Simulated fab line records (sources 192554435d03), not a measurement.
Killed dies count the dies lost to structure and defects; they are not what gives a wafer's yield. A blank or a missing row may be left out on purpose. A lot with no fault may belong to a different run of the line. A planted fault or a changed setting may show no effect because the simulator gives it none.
fab line records | flow n5_finfet
record lots=10 | wafers=27 | last_day=18
route steps=1938 shown BEOL_M1@754 BEOL_M4@1111 PASSIVATION@1936
lots that met no fault: from a run of the same line without faults
start_h: hours from the record's opening day to when the first of the lot's shown wafers began | wait_h: hours from the lot's prior step to this one | " as in the row above | L1.1+2: several wafers, shown together as one row | - no value, or no start was given | * or withheld: withheld | < > ~ a bound
route shown NAME@n: names a module that has steps shown in the file, with the first one's number in the route | usual: average and standard deviation across the fault-free wafers | same: alike in all rows | chamber/n: place in a boat | sites: each site's reading | _std_site: the standard deviation of these | _edge_site: mean of outer sites minus mean of inner sites | radius_mm: how far each site lies from the wafer's centre | mask NAME#n: copy n | behind: tool/chamber where the wafer was last shaped | hold: why the lot was held/for how many hours/how that ended | device: which transistor (n, p or np) failed to switch | end of line: the tests these same wafers got at the end of their route | a step with no rows: only its recipe | killed: the dies lost at the first sort to structure and to defects; this is not the yield of the wafer | map: per-die view of a wafer (x killed, . not killed, _ where there is no die)
set.NAME: the setting the step ran with; set.NAME@STEP: the setting that earlier step ran with | model.NAME: the simulator's own value behind a step, which no gauge read
one table for each step of the route and one row for each wafer, over a sample of lots
services: from which hour (start_h, from the record's first day; less than 0 if before it) a tool's chamber was out of use, for how many hours, and why
## steps
# step N5_BEOL_M1_HM_DEP_02
# recipe material=TiN | target_thk_a=200 | temp_c=25 | chamber_pressure_pa=0.49996
# usual susceptor_temp_C=25.00/0.097 | throttle_valve_pct=30.4/0.42
lot.wafer | tool           | chamber | start_h | wait_h | susceptor_temp_C | throttle_valve_pct
L710.4    | pvd_sputter-03 | -       | 147.83  | 0.5    | 25.04            | 30.1
L710.5    | "              | -       | "       | "      | 24.96            | 30.6
L710.6    | "              | -       | "       | "      | 25.00            | 30.3
L711.2    | pvd_sputter-02 | -       | 155.40  | 0.5    | 24.82            | 30.2
L711.4    | "              | -       | "       | "      | 24.97            | 30.7
L711.6    | "              | -       | "       | "      | 24.94            | 31.1
L714.1    | pvd_sputter-02 | -       | 167.85  | 0.1    | 25.28            | 30.9
L714.3    | "              | -       | "       | "      | 25.10            | 30.9
L718.3    | pvd_sputter-02 | -       | 200.39  | 1.6    | 24.99            | 30.6
L718.4    | "              | -       | "       | "      | 25.03            | 31.0
L719.2    | pvd_sputter-02 | -       | 200.49  | 1.7    | 24.94            | 30.5
L719.3    | "              | -       | "       | "      | 25.04            | 31.0
L722.1    | pvd_sputter-01 | -       | 222.48  | 0.0    | 24.87            | 30.4
L722.2    | "              | -       | "       | "      | 25.04            | 30.6
L722.6    | "              | -       | "       | "      | 25.12            | 30.5
L721.2    | pvd_sputter-03 | -       | 227.10  | 2.5    | 25.04            | 30.3
L721.3    | "              | -       | "       | "      | 25.12            | 30.4
L721.6    | "              | -       | "       | "      | 25.09            | 30.2
L727.2    | pvd_sputter-02 | -       | 252.28  | 3.4    | 25.10            | 30.7
L727.5    | "              | -       | "       | "      | 24.93            | 30.3
L727.6    | "              | -       | "       | "      | 25.06            | 31.0
L728.1    | pvd_sputter-02 | -       | 261.61  | 1.8    | 24.94            | 31.2
L728.2    | "              | -       | "       | "      | 25.12            | 30.4
L728.3    | "              | -       | "       | "      | 24.99            | 31.1
L729.1    | pvd_sputter-02 | -       | 262.25  | 0.8    | 24.97            | 30.7
L729.2    | "              | -       | "       | "      | 24.95            | 30.6
L729.4    | "              | -       | "       | "      | 24.96            | 31.1
# step N5_BEOL_M1_DESCUM_33
# recipe chemistry=O2 | time_s=7 | source_power_w=50 | bias_power_w=20 | pressure_mtorr=20 | rf_frequency_hz=2.712e+07 | temp_c=40 | resist=CAR-EUV | o2_flow_sccm=225
# usual drypump_motor_current_A=5.8/0.35 | oes_product_au=0.79/0.09 | rf_vpp_V=243.4/1.2 | showerhead_plenum_p_Torr=2.11/0.055 | throttle_valve_pct=20.4/0.34
lot.wafer | tool        | chamber | start_h | wait_h | drypump_motor_current_A | oes_product_au | rf_hours_counter_h | rf_vpp_V | showerhead_plenum_p_Torr | throttle_valve_pct
L710.4    | rie_diel-06 | 2       | 152.67  | 0.0    | 5.2                     | 0.83           | -                  | 242.1    | 2.12                     | 20.6
L710.5    | "           | 0       | "       | "      | 5.7                     | 0.70           | -                  | 243.9    | 2.17                     | 20.5
L710.6    | "           | 1       | "       | "      | 5.9                     | 0.71           | -                  | 242.6    | 2.08                     | 20.9
L711.2    | rie_diel-04 | 0       | 157.38  | 0.1    | 6.2                     | 0.67           | 246                | 244.1    | 2.06                     | 20.9
L711.4    | "           | 3       | "       | "      | 5.5                     | 0.80           | 108                | 244.2    | 2.11                     | 20.4
L711.6    | "           | 0       | "       | "      | 6.3                     | 0.67           | -                  | 243.0    | 2.06                     | 20.9
L714.1    | rie_diel-04 | 1       | 169.26  | 0.0    | 5.5                     | 0.68           | 214                | 244.7    | 2.16                     | 20.5
L714.3    | "           | 0       | "       | "      | 6.3                     | 0.67           | 249                | 243.6    | 2.06                     | 20.9
L718.3    | rie_diel-06 | 2       | 201.78  | 0.0    | 5.2                     | 0.83           | 86                 | 244.6    | 2.11                     | 20.6
L718.4    | "           | 0       | "       | "      | 5.7                     | 0.69           | 235                | 243.2    | 2.16                     | 20.5
L719.2    | rie_diel-04 | 0       | 201.87  | 0.0    | 6.3                     | 0.97           | 3                  | 242.4    | 2.06                     | 20.5
L719.3    | "           | 2       | "       | "      | 5.7                     | 0.81           | 107                | 241.8    | 2.02                     | 20.4
L722.1    | rie_diel-04 | 0       | 224.00  | 0.0    | 6.3                     | 0.92           | 13                 | 242.2    | 2.05                     | 20.6
L722.2    | "           | 2       | "       | "      | 5.6                     | 0.80           | 117                | 241.6    | 2.01                     | 20.4
L722.6    | "           | 3       | "       | "      | 5.4                     | 0.78           | -                  | 243.1    | 2.10                     | 20.4
L721.2    | rie_diel-06 | 3       | 228.80  | 0.0    | 5.8                     | 0.90           | 21                 | 244.1    | 2.13                     | 20.0
L721.3    | "           | 0       | "       | "      | 5.7                     | 0.68           | 243                | 245.1    | 2.16                     | 20.5
L721.6    | "           | 0       | "       | "      | 5.7                     | 0.69           | -                  | 243.9    | 2.16                     | 20.5
L727.2    | rie_diel-04 | 3       | 253.76  | 0.0    | 5.5                     | 0.77           | 135                | 243.8    | 2.10                     | 20.4
L727.5    | "           | 3       | "       | "      | 5.5                     | 0.77           | -                  | 244.4    | 2.10                     | 20.4
L727.6    | "           | 0       | "       | "      | 6.3                     | 0.90           | -                  | 242.7    | 2.05                     | 20.6
L728.1    | rie_diel-06 | 2       | 263.30  | 0.0    | 5.2                     | 0.80           | 103                | 244.7    | 2.11                     | 20.7
L728.2    | "           | 1       | "       | "      | 5.9                     | 0.69           | 242                | 243.8    | 2.06                     | 21.0
L728.3    | "           | 3       | "       | "      | 5.8                     | 0.87           | 33                 | 243.6    | 2.13                     | 20.0
L729.1    | rie_diel-03 | 1       | 263.63  | 0.0    | 6.1                     | 0.72           | 193                | 243.3    | 2.17                     | 20.9
L729.2    | "           | 3       | "       | "      | 6.3                     | 0.74           | 180                | 244.3    | 2.17                     | 20.4
L729.4    | "           | 2       | "       | "      | 6.3                     | 0.88           | 42                 | 241.3    | 2.05                     | 20.3
# step N5_BEOL_M1_OCD_MEAS_38
# usual trench_depth_nm=55.2/0.69
lot.wafer | tool   | chamber | start_h | wait_h | trench_depth_nm
L710.4    | ocd-02 | -       | 157.48  | -      | 54.7
L710.5    | "      | -       | "       | "      | 54.4
L710.6    | "      | -       | "       | "      | 55.5
L711.2    | ocd-02 | -       | 160.79  | -      | 55.8
L711.4    | "      | -       | "       | "      | 55.4
L711.6    | "      | -       | "       | "      | 55.3
L714.1    | ocd-02 | -       | 175.99  | -      | 50.2
L714.3    | "      | -       | "       | "      | 50.3
L718.3    | ocd-02 | -       | 204.00  | -      | 39.7
L718.4    | "      | -       | "       | "      | 55.1
L719.2    | ocd-01 | -       | 207.15  | -      | 54.1
L719.3    | "      | -       | "       | "      | 46.7
L722.1    | ocd-02 | -       | 227.92  | -      | 55.7
L722.2    | "      | -       | "       | "      | 56.1
L722.6    | "      | -       | "       | "      | 55.6
L721.2    | ocd-01 | -       | 234.05  | -      | 55.1
L721.3    | "      | -       | "       | "      | 53.6
L721.6    | "      | -       | "       | "      | 55.5
L727.2    | ocd-01 | -       | 261.31  | -      | 55.8
L727.5    | "      | -       | "       | "      | 55.9
L727.6    | "      | -       | "       | "      | 55.3
L728.1    | ocd-02 | -       | 264.91  | -      | 54.0
L728.2    | "      | -       | "       | "      | 55.6
L728.3    | "      | -       | "       | "      | 56.0
L729.1    | ocd-01 | -       | 272.09  | -      | 55.9
L729.2    | "      | -       | "       | "      | 53.9
L729.4    | "      | -       | "       | "      | 54.6
# step N5_BEOL_M1_DEGAS_44
# recipe ambient=vacuum | temp_c=250 | time_s=60
# usual heater_power_w=332/42 | susceptor_temp_C=250.00/0.18
lot.wafer | tool           | chamber | start_h | wait_h | heater_power_w | susceptor_temp_C
L710.4    | pvd_sputter-02 | -       | 157.94  | 0.3    | 377            | 250.12
L710.5    | "              | -       | "       | "      | 349            | 250.35
L710.6    | "              | -       | "       | "      | 292            | 249.93
L711.2    | pvd_sputter-01 | -       | 161.57  | 0.6    | 347            | 250.27
L711.4    | "              | -       | "       | "      | 349            | 250.15
L711.6    | "              | -       | "       | "      | 344            | 249.91
L714.1    | pvd_sputter-01 | -       | 176.40  | 0.3    | 349            | 249.99
L714.3    | "              | -       | "       | "      | 250            | 250.03
L718.3    | pvd_sputter-03 | -       | 204.39  | 0.2    | 334            | 250.37
L718.4    | "              | -       | "       | "      | 298            | 250.11
L719.2    | pvd_sputter-02 | -       | 207.64  | 0.3    | 294            | 249.83
L719.3    | "              | -       | "       | "      | 379            | 250.13
L722.1    | pvd_sputter-03 | -       | 228.44  | 0.4    | 364            | 250.18
L722.2    | "              | -       | "       | "      | 339            | 249.90
L722.6    | "              | -       | "       | "      | 362            | 250.20
L721.2    | pvd_sputter-02 | -       | 234.59  | 0.4    | 308            | 249.92
L721.3    | "              | -       | "       | "      | 294            | 249.83
L721.6    | "              | -       | "       | "      | 295            | 249.87
L727.2    | pvd_sputter-02 | -       | 262.17  | 0.7    | 350            | 249.65
L727.5    | "              | -       | "       | "      | 300            | 249.51
L727.6    | "              | -       | "       | "      | 360            | 249.91
L728.1    | pvd_sputter-01 | -       | 265.42  | 0.4    | 383            | 250.05
L728.2    | "              | -       | "       | "      | 344            | 249.83
L728.3    | "              | -       | "       | "      | 349            | 250.40
L729.1    | pvd_sputter-01 | -       | 272.71  | 0.5    | 381            | 250.20
L729.2    | "              | -       | "       | "      | 340            | 249.94
L729.4    | "              | -       | "       | "      | 251            | 249.86
# step N5_BEOL_M1_ALD_84
# recipe material=TaN | target_thk_a=* | temp_c=275 | ald_precursor_family=PDMAT | ald_co_reactant=NH3 | pressure_torr=3 | carrier_flow_sccm=1500 | pulse_time_s=2 | purge_time_s=3 | co_reactant_purge_time_s=2 | co_reactant_pulse_time_s=3 | ald_cycles=30 | precursor_vessel_temp_c=75 | precursor_vessel_pressure_torr=26.25 | precursor_vessel_carrier_sccm=1000
# usual heater_power_w=438/56 | susceptor_temp_C=274.98/0.16
lot.wafer | tool         | chamber | start_h | wait_h | heater_power_w | susceptor_temp_C
L710.4    | ald_metal-03 | 2       | 158.18  | 0.2    | 513            | 275.08
L710.5    | "            | 3       | "       | "      | 351            | 274.77
L710.6    | "            | 0       | "       | "      | 417            | 274.81
L711.2    | ald_metal-03 | 0       | 161.68  | 0.0    | 417            | 275.04
L711.4    | "            | 2       | "       | "      | 503            | 275.05
L711.6    | "            | 3       | "       | "      | 356            | 275.11
L714.1    | ald_metal-02 | 3       | 176.61  | 0.1    | 462            | 275.23
L714.3    | "            | 1       | "       | "      | 507            | 275.10
L718.3    | ald_metal-03 | 3       | 204.50  | 0.1    | 362            | 275.06
L718.4    | "            | 2       | "       | "      | 500            | 274.98
L719.2    | ald_metal-03 | 1       | 207.75  | 0.1    | 380            | 275.08
L719.3    | "            | 0       | "       | "      | 410            | 275.30
L722.1    | ald_metal-01 | 3       | 228.69  | 0.2    | 379            | 275.00
L722.2    | "            | 2       | "       | "      | 452            | 275.09
L722.6    | "            | 2       | "       | "      | 446            | 274.91
L721.2    | ald_metal-02 | 2       | 234.70  | 0.0    | 348            | 275.04
L721.3    | "            | 0       | "       | "      | 434            | 274.92
L721.6    | "            | 1       | "       | "      | 511            | 275.10
L727.2    | ald_metal-01 | 1       | 262.44  | 0.2    | 494            | 275.20
L727.5    | "            | 0       | "       | "      | 453            | 274.89
L727.6    | "            | 1       | "       | "      | 488            | 275.17
L728.1    | ald_metal-01 | 0       | 265.52  | 0.0    | 458            | 275.02
L728.2    | "            | 2       | "       | "      | 449            | 274.61
L728.3    | "            | 1       | "       | "      | 489            | 274.76
L729.1    | ald_metal-01 | 2       | 272.83  | 0.1    | 452            | 274.93
L729.2    | "            | 0       | "       | "      | 452            | 275.39
L729.4    | "            | 1       | "       | "      | 485            | 274.79
# step N5_BEOL_M4_RC_MEAS_101
# usual CHAIN_V0_max_site=247/8.9 | CHAIN_V1_max_site=244/9.1 | DIBL_N=36.5/1.4 | DIBL_P=36.5/1.6 | IOFF_N=0.163/0.022 | IOFF_P=0.219/0.029 | ION_N=675/8.3 | ION_P=464/6.2 | SS_N=71.5/0.52 | SS_P=73.4/0.57 | VT_N=249.7/2.6 | VT_P=-250/3
lot.wafer | tool      | chamber | start_h | wait_h | CHAIN_V0_max_site[ohm/link] | CHAIN_V1_max_site[ohm/link] | DIBL_N[mV/V] | DIBL_P[mV/V] | IOFF_N[nA/um] | IOFF_P[nA/um] | ION_N[uA/um] | ION_P[uA/um] | SS_N[mV/dec] | SS_P[mV/dec] | VT_N[mV] | VT_P[mV]
L711.2    | prober-02 | 0       | 201.75  | 0.2    | 247                         | 266                         | 35.2         | 34.1         | 0.142         | 0.178         | 667          | 462          | 71.2         | 73.3         | 253.4    | -255
L711.4    | "         | 0       | "       | "      | 241                         | 250                         | 37.9         | 36.5         | 0.191         | 0.215         | 691          | 463          | 72.1         | 73.6         | 248.8    | -253
L711.6    | "         | 0       | "       | "      | 253                         | 250                         | 36.1         | 35.4         | 0.153         | 0.193         | 671          | 459          | 71.2         | 73.2         | 251.1    | -253
L710.4    | prober-02 | 0       | 211.63  | 0.5    | 249                         | 253                         | 38.0         | 38.5         | 0.187         | 0.234         | 682          | 462          | 72.1         | 74.0         | 247.6    | -249
L710.5    | "         | 0       | "       | "      | 251                         | 264                         | 37.2         | 37.4         | 0.190         | 0.208         | 691          | 466          | 72.5         | 72.4         | 245.4    | -251
L710.6    | "         | 0       | "       | "      | 244                         | 258                         | 37.7         | 38.7         | 0.194         | 0.236         | 687          | 461          | 72.0         | 73.9         | 246.8    | -251
L714.1    | prober-01 | 0       | 214.70  | 0.0    | ~588                        | ~571                        | 33.8         | 32.7         | 0.120         | 0.196         | 666          | 468          | 71.6         | 72.4         | 251.9    | -247
L714.3    | "         | 0       | "       | "      | ~588                        | ~571                        | 36.2         | 35.5         | 0.155         | 0.244         | 671          | 464          | 71.3         | 73.1         | 249.2    | -247
L719.2    | prober-01 | 0       | 246.60  | 0.2    | 245                         | 255                         | 34.8         | 35.5         | 0.147         | 0.234         | 664          | 466          | 71.8         | 73.1         | 249.3    | -247
L719.3    | "         | 0       | "       | "      | ~588                        | ~571                        | 35.3         | 36.7         | 0.165         | 0.258         | 683          | 474          | 72.0         | 73.3         | 247.6    | -245
L718.3    | prober-02 | 0       | 248.31  | 0.3    | ~588                        | ~571                        | 35.3         | 34.8         | 0.152         | 0.225         | 682          | 475          | 71.4         | 72.7         | 248.2    | -247
L718.4    | "         | 0       | "       | "      | 241                         | 240                         | 36.1         | 35.7         | 0.169         | 0.241         | 677          | 469          | 71.4         | 73.3         | 247.0    | -247
L722.1    | prober-02 | 0       | 262.20  | 0.0    | 249                         | 241                         | 35.7         | 36.0         | 0.149         | 0.210         | 663          | 454          | 70.7         | 72.8         | 249.4    | -250
L722.2    | "         | 0       | "       | "      | 256                         | 254                         | 33.7         | 32.7         | 0.110         | 0.162         | 665          | 457          | 70.4         | 72.7         | 255.0    | -256
L722.6    | "         | 0       | "       | "      | 263                         | 233                         | 35.3         | 35.5         | 0.152         | 0.212         | 682          | 468          | 71.2         | 73.4         | 249.5    | -247
L721.2    | prober-01 | 0       | 279.40  | 0.2    | 246                         | 232                         | 38.6         | 37.1         | 0.181         | 0.226         | 682          | 462          | 72.3         | 73.7         | 246.5    | -251
L721.3    | "         | 0       | "       | "      | 255                         | 235                         | 38.1         | 36.5         | 0.173         | 0.205         | 678          | 456          | 72.3         | 73.7         | 248.6    | -253
L721.6    | "         | 0       | "       | "      | 244                         | 233                         | 38.4         | 36.5         | 0.177         | 0.205         | 665          | 450          | 71.2         | 73.2         | 249.0    | -254
L727.2    | prober-01 | 0       | 298.36  | 0.2    | 250                         | 231                         | 35.9         | 37.2         | 0.158         | 0.203         | 675          | 467          | 71.4         | 73.2         | 251.6    | -253
L727.5    | "         | 0       | "       | "      | 253                         | 230                         | 34.6         | 35.2         | 0.136         | 0.166         | 668          | 458          | 70.9         | 73.3         | 251.9    | -258
L727.6    | "         | 0       | "       | "      | 242                         | 231                         | 36.0         | 37.6         | 0.166         | 0.203         | 682          | 463          | 71.8         | 73.5         | 249.8    | -252
L728.1    | prober-02 | 0       | 310.36  | 0.0    | 248                         | 272                         | 35.7         | 37.9         | 0.170         | 0.230         | 681          | 472          | 72.5         | 73.4         | 250.1    | -248
L728.2    | "         | 0       | "       | "      | 242                         | 263                         | 33.3         | 34.6         | 0.127         | 0.184         | 675          | 467          | 71.0         | 72.6         | 252.1    | -251
L728.3    | "         | 0       | "       | "      | 246                         | 256                         | 35.0         | 36.6         | 0.151         | 0.217         | 675          | 465          | 71.1         | 73.3         | 250.0    | -249
L729.1    | prober-02 | 0       | 316.72  | 0.0    | 243                         | 239                         | 36.6         | 35.7         | 0.149         | 0.218         | 661          | 460          | 71.8         | 73.4         | 251.6    | -250
L729.2    | "         | 0       | "       | "      | 246                         | 241                         | 37.2         | 36.7         | 0.164         | 0.243         | 665          | 458          | 72.8         | 73.9         | 250.0    | -248
L729.4    | "         | 0       | "       | "      | 257                         | 235                         | 34.9         | 33.8         | 0.132         | 0.196         | 667          | 467          | 71.7         | 72.7         | 254.0    | -251
# step N5_PASSIVATION_PROBE_49
# usual defect_limited_yield=91.2/1.6 | killed_at_M0_to_M3=33/11 | killed_at_M4_up=15/6.2 | killed_at_contacts=15/7.1 | killed_at_front_end=38/12 | killed_at_other=4/3.5 | killed_dies=104/19 | killed_on_rim=14/4 | killed_open=69/14 | killed_short=34/8.5 | sort_bin_5_function=5.2/0.99 | sort_bin_6_memory=3.3/0.77 | sort_n_pass=1076/19 | sort_yield_pct=91.2/1.6
# same gross_dies=1180 | killed_at_back_side=0 | sort_bin_4_leakage[%]=0 | sort_bin_8_speed[%]=0
lot.wafer | tool      | chamber | start_h | wait_h | defect_limited_yield[%] | killed_at_M0_to_M3 | killed_at_M4_up | killed_at_contacts | killed_at_front_end | killed_at_other | killed_dies | killed_on_rim | killed_open | killed_short | sort_bin_5_function[%] | sort_bin_6_memory[%] | sort_n_pass | sort_yield_pct[%]
L714.1    | prober-02 | -       | 320.98  | 0.0    | 81.7                    | 148                | 19              | 9                  | 36                  | 4               | 216         | 96            | 66          | 40           | 14.3                   | 3.6                  | 964         | 81.7
L714.3    | prober-02 | -       | 321.08  | 0.1    | 80.4                    | 164                | 13              | 13                 | 39                  | 2               | 231         | 109           | 63          | 34           | 16.5                   | 2.5                  | 949         | 80.4
L719.2    | prober-01 | -       | 347.73  | 0.1    | 93.2                    | 20                 | 14              | 9                  | 30                  | 7               | 80          | 11            | 37          | 40           | 4.2                    | 2.3                  | 1100        | 93.2
L719.3    | prober-01 | -       | 347.78  | 0.1    | 77.3                    | 218                | 9               | 10                 | 28                  | 3               | 268         | 133           | 54          | 19           | 20.5                   | 2.1                  | 912         | 77.3
L718.3    | prober-01 | -       | 354.86  | 0.1    | 65.0                    | 350                | 11              | 11                 | 36                  | 5               | 413         | 25            | 55          | 33           | 31.6                   | 3.1                  | 767         | 65.0
L718.4    | prober-01 | -       | 354.91  | 0.2    | 92.1                    | 33                 | 11              | 10                 | 35                  | 4               | 93          | 9             | 65          | 28           | 5.0                    | 2.5                  | 1087        | 92.1
L721.2    | prober-02 | -       | 378.37  | 0.1    | 91.9                    | 57                 | 7               | 8                  | 23                  | 1               | 96          | 13            | 62          | 34           | 4.8                    | 3.1                  | 1084        | 91.9
L721.3    | prober-02 | -       | 378.42  | 0.1    | 91.4                    | 36                 | 12              | 23                 | 29                  | 2               | 102         | 10            | 71          | 31           | 4.9                    | 3.4                  | 1078        | 91.4
L721.6    | prober-02 | -       | 378.57  | 0.3    | 91.9                    | 34                 | 10              | 26                 | 26                  | 0               | 96          | 17            | 74          | 22           | 4.7                    | 2.9                  | 1084        | 91.9
# killed by level:class
L714.1 BEOL_M1:area_open=110 FIN_SAQP:geometric_particle:open=9 BEOL_M0_SAQP:geometric_particle:open=8 BEOL_M3:geometric_particle:short=8 STI_FIN_REVEAL:geometric_particle:open=7 MOL_CONTACT_COAG:geometric_particle:open=7 BEOL_M2:geometric_particle:open=7 BEOL_M1:geometric_particle:open=6
L714.3 BEOL_M1:area_open=131 BEOL_M2:geometric_particle:open=14 MOL_CONTACT_COAG:geometric_particle:open=10 STI_FIN_REVEAL:geometric_particle:open=6 GATE_CUT:geometric_particle:short=5 BEOL_M2:geometric_particle:short=5 FIN_SAQP:geometric_particle:short=4 DUMMY_GATE:geometric_particle:open=4
L719.2 MOL_CONTACT_COAG:geometric_particle:open=6 BEOL_M4:geometric_particle:short=6 STARTING-WAFER:geometric_particle:short=6 GATE_CUT:geometric_particle:short=5 BEOL_M2:geometric_particle:open=5 ILD0:geometric_particle:short=4 BEOL_M4:geometric_particle:open=4 FIN_SAQP:geometric_particle:short=3
L719.3 BEOL_M1:area_open=193 STI_FIN_REVEAL:geometric_particle:open=8 MOL_CONTACT_COAG:geometric_particle:open=8 BEOL_M2:geometric_particle:open=8 STI_FIN_REVEAL:geometric_particle:short=5 FIN_SAQP:geometric_particle:open=4 BEOL_M0_SAQP:geometric_particle:open=4 BEOL_M1:geometric_particle:open=4
L718.3 BEOL_M1:area_open=325 STI_FIN_REVEAL:geometric_particle:open=10 MOL_CONTACT_COAG:geometric_particle:open=9 BEOL_M2:geometric_particle:open=8 GATE_CUT:geometric_particle:short=6 BEOL_M1:geometric_particle:open=4 BEOL_M3:geometric_particle:open=4 FIN_CUT:geometric_particle:short=3
L718.4 BEOL_M2:geometric_particle:open=13 BEOL_M3:geometric_particle:open=9 FIN_SAQP:geometric_particle:open=8 MOL_CONTACT_COAG:geometric_particle:open=7 BEOL_M4:geometric_particle:open=6 GATE_CUT:geometric_particle:short=5 STI_FIN_REVEAL:geometric_particle:open=4 ILD0:geometric_particle:open=4
L721.2 BEOL_M3:geometric_particle:open=14 BEOL_M0_SAQP:geometric_particle:short=11 BEOL_M0_SAQP:geometric_particle:open=11 BEOL_M3:geometric_particle:short=8 FIN_SAQP:geometric_particle:open=6 BEOL_M2:geometric_particle:open=6 MOL_CONTACT_COAG:geometric_particle:open=5 BEOL_M4:geometric_particle:open=5
L721.3 MOL_CONTACT_COAG:geometric_particle:open=18 BEOL_M3:geometric_particle:open=10 STI_FIN_REVEAL:geometric_particle:open=9 BEOL_M2:geometric_particle:open=8 BEOL_M0_SAQP:geometric_particle:short=7 GATE_CUT:geometric_particle:short=6 MOL_CONTACT_COAG:geometric_particle:short=5 STARTING-WAFER:geometric_particle:open=4
L721.6 MOL_CONTACT_COAG:geometric_particle:open=20 BEOL_M3:geometric_particle:open=13 STI_FIN_REVEAL:geometric_particle:open=11 BEOL_M0_SAQP:geometric_particle:short=8 BEOL_M0_SAQP:geometric_particle:open=7 MOL_CONTACT_COAG:geometric_particle:short=6 FIN_SAQP:geometric_particle:open=5 BEOL_M4:geometric_particle:open=5
## services
tool           | chamber | start_h | hours | kind
ald_metal-02   | -       | 129.48  | 4.3   | pm
rie_diel-06    | 3       | 138.00  | -     | clean
rie_diel-06    | 3       | 138.00  | -     | consumable_replace:focus_ring
rie_diel-06    | 3       | 138.00  | 20.4  | scheduled_down
rie_diel-06    | 3       | 138.00  | 20.4  | vent_cycle
rie_diel-04    | 1       | 139.91  | 2.5   | repair
rie_diel-03    | 1       | 140.98  | 6.8   | repair
pvd_sputter-01 | -       | 141.96  | 1.9   | repair
ald_metal-03   | 1       | 150.45  | 11.6  | repair
rie_diel-04    | -       | 163.06  | 1.1   | repair
rie_diel-04    | 0       | 170.61  | -     | clean
rie_diel-04    | 0       | 170.61  | -     | consumable_replace:focus_ring
rie_diel-04    | 0       | 170.61  | 19.5  | scheduled_down
rie_diel-04    | 0       | 170.61  | 19.5  | vent_cycle
rie_diel-04    | 3       | 206.29  | 13.1  | repair
rie_diel-06    | 0       | 255.87  | -     | clean
rie_diel-06    | 0       | 255.87  | -     | consumable_replace:focus_ring
rie_diel-06    | 0       | 255.87  | 11.8  | scheduled_down
rie_diel-06    | 0       | 255.87  | 11.8  | vent_cycle
ald_metal-02   | -       | 259.49  | 14.6  | pm
rie_diel-03    | 0       | 268.67  | 3.8   | repair
rie_diel-04    | 0       | 271.49  | 3.0   | repair
## key
first_sign step=N5_BEOL_M1_OCD_MEAS_38 | reading=trench_depth_nm | direction=down | sigmas=12 | usual=55.2 | struck=46.7
effect step=N5_BEOL_M4_RC_MEAS_101 | reading=CHAIN_V0_max_site | direction=up | sigmas=38 | usual=247 | struck=~588
effect step=N5_BEOL_M4_RC_MEAS_101 | reading=CHAIN_V1_max_site | direction=up | sigmas=36 | usual=244 | struck=~571
effect step=N5_PASSIVATION_PROBE_49 | reading=killed_at_M0_to_M3 | direction=up | sigmas=18 | usual=33 | struck=220
more_kills_born_at N5_BEOL_M1_HM_OPEN_17@rie_metal-03=325 | N5_BEOL_M1_HM_OPEN_17@rie_metal-01=241 | N5_BEOL_M1_HM_OPEN_17@rie_metal-02=193
met_at N5_BEOL_M1_HM_DEP_02
struck_lots L714,L718,L719
struck_wafers L714.1,L714.3,L718.3,L719.3
not_acting_at N5_BEOL_M1_DESCUM_33,N5_BEOL_M1_DEGAS_44,N5_BEOL_M1_ALD_84
onset_between 155.40 167.85
fault kind=process_parameter_drift | tool=pvd_sputter-02 | chamber=- | onset_h=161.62 | steps=N5_BEOL_M1_HM_DEP_02 | channel=target_thk_a | offset=* | shape=step | end_h=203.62 | scope=struck_wafers_only | acts_in=* | stated=*
